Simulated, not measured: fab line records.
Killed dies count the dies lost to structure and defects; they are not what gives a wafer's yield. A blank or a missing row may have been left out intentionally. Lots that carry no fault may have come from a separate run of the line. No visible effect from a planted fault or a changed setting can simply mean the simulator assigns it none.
Chamber matching || flow nand-harc || 4 sister chambers for NHARC_A_WL_FILL_ALD_10 on ald-hk-03
The step deposits SiO2, target thk 50 nm, pulse time 10 s, ald cycles 500. 14 wafers are shown with their chamber, then 7 later ones without.

## WAFERS PAIRED WITH THEIR CHAMBERS
{"wafer": "L134.1", "chamber": 2, "heater-power-w (W)": 489, "precursor-pulse-height-rel": 0.968}
{"wafer": "L134.2", "chamber": 0, "heater-power-w (W)": 504, "precursor-pulse-height-rel": 1.003}
{"wafer": "L134.3", "chamber": 1, "heater-power-w (W)": 423, "precursor-pulse-height-rel": 1.026}
{"wafer": "L139.2", "chamber": 0, "heater-power-w (W)": 507, "precursor-pulse-height-rel": 0.990}
{"wafer": "L139.1", "chamber": 2, "heater-power-w (W)": 492, "precursor-pulse-height-rel": 0.999}
{"wafer": "L139.6", "chamber": 3, "heater-power-w (W)": 536, "precursor-pulse-height-rel": 1.028}
{"wafer": "L150.2", "chamber": 0, "heater-power-w (W)": 507, "precursor-pulse-height-rel": 0.986}
{"wafer": "L150.5", "chamber": 3, "heater-power-w (W)": 535, "precursor-pulse-height-rel": 0.987}
{"wafer": "L150.6", "chamber": 2, "heater-power-w (W)": 500, "precursor-pulse-height-rel": 0.991}
{"wafer": "L153.2", "chamber": 0, "heater-power-w (W)": 516, "precursor-pulse-height-rel": 1.030}
{"wafer": "L153.3", "chamber": 3, "heater-power-w (W)": 534, "precursor-pulse-height-rel": 0.983}
{"wafer": "L153.6", "chamber": 0, "heater-power-w (W)": 508, "precursor-pulse-height-rel": 1.008}
{"wafer": "L154.2", "chamber": 0, "heater-power-w (W)": 511, "precursor-pulse-height-rel": 0.965}
{"wafer": "L154.3", "chamber": 1, "heater-power-w (W)": 422, "precursor-pulse-height-rel": 0.995}

SIGNATURES, as means of the wafers listed above
{"reading": "heater-power-w", "chamber 0": 508.83, "chamber 1": 422.50, "chamber 2": 493.67, "chamber 3": 535.00, "scatter within a chamber": 3.92}
{"reading": "precursor-pulse-height-rel", "chamber 0": 0.99700, "chamber 1": 1.01050, "chamber 2": 0.98600, "chamber 3": 0.99933, "scatter within a chamber": 0.0216}
Rule: a wafer lies at a distance from a chamber equal to the root of the sum of squares, over the readings, of (its reading less the chamber's mean, divided by the reading's scatter). The wafer belongs to the nearest chamber; if the next one is less than 2 further off, it can't be placed. The scatter: take each reading less its chamber's mean, square it, sum over the shown wafers, divide by the number of wafers less the number of chambers, and take the root.

## WAFERS MISSING THEIR CHAMBER
{"wafer": "L154.5", "heater-power-w (W)": 486, "precursor-pulse-height-rel": 1.006}
{"wafer": "L155.1", "heater-power-w (W)": 424, "precursor-pulse-height-rel": 1.003}
{"wafer": "L155.2", "heater-power-w (W)": 516, "precursor-pulse-height-rel": 1.042}
{"wafer": "L155.4", "heater-power-w (W)": 493, "precursor-pulse-height-rel": 0.991}
{"wafer": "L157.1", "heater-power-w (W)": 493, "precursor-pulse-height-rel": 1.035}
{"wafer": "L157.2", "heater-power-w (W)": 420, "precursor-pulse-height-rel": 1.009}
{"wafer": "L157.5", "heater-power-w (W)": 540, "precursor-pulse-height-rel": 0.993}

## EACH ONE'S CHAMBER
{"wafer": "L154.5", "from the rows above": 2, "in truth": 2}
{"wafer": "L155.1", "from the rows above": 1, "in truth": 1}
{"wafer": "L155.2", "from the rows above": 0, "in truth": 0}
{"wafer": "L155.4", "from the rows above": 2, "in truth": 2}
{"wafer": "L157.1", "from the rows above": 2, "in truth": 2}
{"wafer": "L157.2", "from the rows above": 1, "in truth": 1}
{"wafer": "L157.5", "from the rows above": 3, "in truth": 3}
7 of 7 placed correctly. Number that these rows cannot place: 0. Placed wrongly: 0.
